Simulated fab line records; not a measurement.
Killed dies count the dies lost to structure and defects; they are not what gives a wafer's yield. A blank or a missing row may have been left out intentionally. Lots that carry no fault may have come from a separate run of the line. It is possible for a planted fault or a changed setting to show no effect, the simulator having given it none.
A struck lot beside a sound one + flow n5_finfet + 37 steps out of a route of 1938
Sound: wafers L110.1, L110.2, L110.5. The struck wafers were L108.1, L108.2, L108.3. At the end, the cause is stated.
Order at every step that has rows: each side's tool, ch and its chambers, its first start. Under that, the readings that differ: sound wafers + struck wafers + difference of the means + sigmas: that difference in standard deviations of wafers without a fault.
alike: words and numbers the same on both sides, and readings whose means are apart by under 2 such deviations; not compared: readings that were withheld, readings missing a value for some wafer, numbers with overlapping values and no deviation given by the record, and bounds like >300 which may hide the same value.
Wherever a step has rows on one side only, a row that says differs or no value, or a row with sigmas, the two part there. Numbers that have no deviation but don't overlap get no sigmas and don't part them. A reading missing from all wafers of one side parts the sides only when that side holds two or more wafers.

first, 9 steps without rows for these wafers: N5_BEOL_M4_ANNEAL_95 (time 240 s); N5_BEOL_M4_SPUTTER_96 (material Cu, target thk 4.5 nm, time 8.29 s); N5_BEOL_M4_ECD_50 (material Cu, target thk 300 nm); N5_BEOL_M4_ANNEAL_51 (time 90 s); N5_BEOL_M4_CMP_52 (polishes, stops on SiOC, t overpolish 6.8 s, target thk 40 nm); N5_BEOL_M4_PRE_CLEAN_60 (time 15 s); N5_BEOL_M4_CO_CAP_55 (material Co, precursor CCTBA/H2, target thk 2 nm, time 102.1 s); N5_BEOL_M4_PRE_CLEAN_56 (time 15 s); N5_BEOL_M4_DEP_57 (deposits SiCN from 3MS/NH3, target thk 8 nm, time 14 s).
N5_BEOL_M4_RC_MEAS_101:
  sound on prober-01 ch 0, day 13 01:11; struck on prober-02 ch 0, day 12 07:26
  alike: DIBL_N, DIBL_P, IOFF_N, IOFF_P, ION_N, ION_P, SS_N, SS_P, VT_N, VT_P
then, 24 steps without rows for these wafers: N5_BEOL_M5_ILD_DEP_00 (deposits SiCOH lowk from DEMS/porogen, target thk 140.64 nm, time 25.9 s); N5_BEOL_M5_CURE_79 (cures SiCOH lowk, time 240 s); N5_BEOL_M5_PECVD_70 (deposits SiO2 from TEOS/O2, target thk 16 nm, time 18 s); N5_BEOL_M5_HM_DEP_02 (deposits TiN, target thk 20 nm); N5_BEOL_M5_COAT_59 (time 60 s, resist thk 60 nm); N5_BEOL_M5_COAT_60 (time 60 s, resist thk 12 nm); N5_BEOL_M5_COAT_71 (time 60 s, resist thk 5 nm); N5_BEOL_M5_COAT_05 (resist thk 30 nm); N5_BEOL_M5_EBR_07; N5_BEOL_M5_SOFTBAKE_06 (time 60 s); N5_BEOL_M5_EXPOSE_08 (exposes mask M5, target cd 28 nm); N5_BEOL_M5_PEB_09 (peb time 60 s); N5_BEOL_M5_DEVELOP_10 (develop time 30 s); N5_BEOL_M5_DESCUM_16 (chemistry O2, time 7 s); N5_BEOL_M5_ETCH_72 (etches underlayer in N2/H2, target depth 6.5 nm, time 5.2 s); N5_BEOL_M5_ETCH_61 (etches SiARC in CF4, target depth 15.6 nm, time 26 s); N5_BEOL_M5_ETCH_62 (etches SOC in N2/H2, target depth 75 nm, overetch 15 nm, time 112.5 s); N5_BEOL_M5_STRIP_63 (strips in N2/H2); N5_BEOL_M5_STRIP_73 (strips in N2/H2); N5_BEOL_M5_STRIP_64 (strips in CF4); N5_BEOL_M5_HM_OPEN_17 (chemistry Cl2/BCl3, target TiN, target depth 20 nm, overetch 6 nm); N5_BEOL_M5_STRIP_19 (strips in O2); N5_BEOL_M5_COAT_65 (time 60 s, resist thk 60 nm); N5_BEOL_M5_COAT_66 (time 60 s, resist thk 12 nm).
-- here the record skips 2 days between the struck wafers' starts before and after, leaving off in module BEOL_M5 and picking up in module BEOL_M11 (first step shown: number 1565 of the route) --
N5_BEOL_M11_EXPOSE_25: exposes mask V10.
  sound on arfi_scanner-03 ch 0, day 15 11:53; struck on arfi_scanner-02 ch 0, day 14 17:26
| reading              | sound          | struck            | difference | sigmas |
|----------------------|----------------|-------------------|------------|--------|
| exposure_dose_mJ_cm2 | 85.4 85.5 85.4 | 107.4 107.4 107.5 | +22.0      | +71    |
  alike: mask
N5_BEOL_M11_CD_MEAS_28: target cd 70 nm.
  sound on cd_sem-02 ch 0, day 15 12:01; struck on cd_sem-02 ch 0, day 14 17:34
| reading    | sound          | struck         | difference | sigmas |
|------------|----------------|----------------|------------|--------|
| cd_nm (nm) | 71.1 69.0 71.1 | 92.2 92.5 93.5 | +22.3      | +19    |
N5_PASSIVATION_PROBE_49:
  sound on prober-02 at day 17 07:58; struck on prober-02 at day 16 16:29
| reading                  | sound          | struck         | difference | sigmas      |
|--------------------------|----------------|----------------|------------|-------------|
| defect_limited_yield (%) | 91.0 93.2 92.3 | 0 0 0          | -92        | -54         |
| killed_at_M4_up          | 14 13 23       | 1051 1065 1097 | +1054      | +99 or more |
| killed_at_front_end      | 22 23 13       | 72 61 34       | +36        | +3          |
| killed_dies              | 106 80 91      | 1180 1180 1180 | +1088      | +54         |
| killed_on_rim            | 16 12 15       | 152 152 152    | +138       | +31         |
| sort_n_pass              | 1074 1100 1089 | 0 0 0          | -1088      | -54         |
| sort_yield_pct (%)       | 91.0 93.2 92.3 | 0 0 0          | -92        | -54         |
  alike: killed_at_M0_to_M3, killed_at_contacts, killed_at_other, killed_open, killed_short, sort_bin_5_function, sort_bin_6_memory

WHERE THEY PART
First at N5_BEOL_M11_EXPOSE_25; last, within this record, at N5_PASSIVATION_PROBE_49.

WHY: what had been put in by the simulator
Process parameters drifting: arfi_scanner-02 at N5_BEOL_M11_EXPOSE_25, beginning at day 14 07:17. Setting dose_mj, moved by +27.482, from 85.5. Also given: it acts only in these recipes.
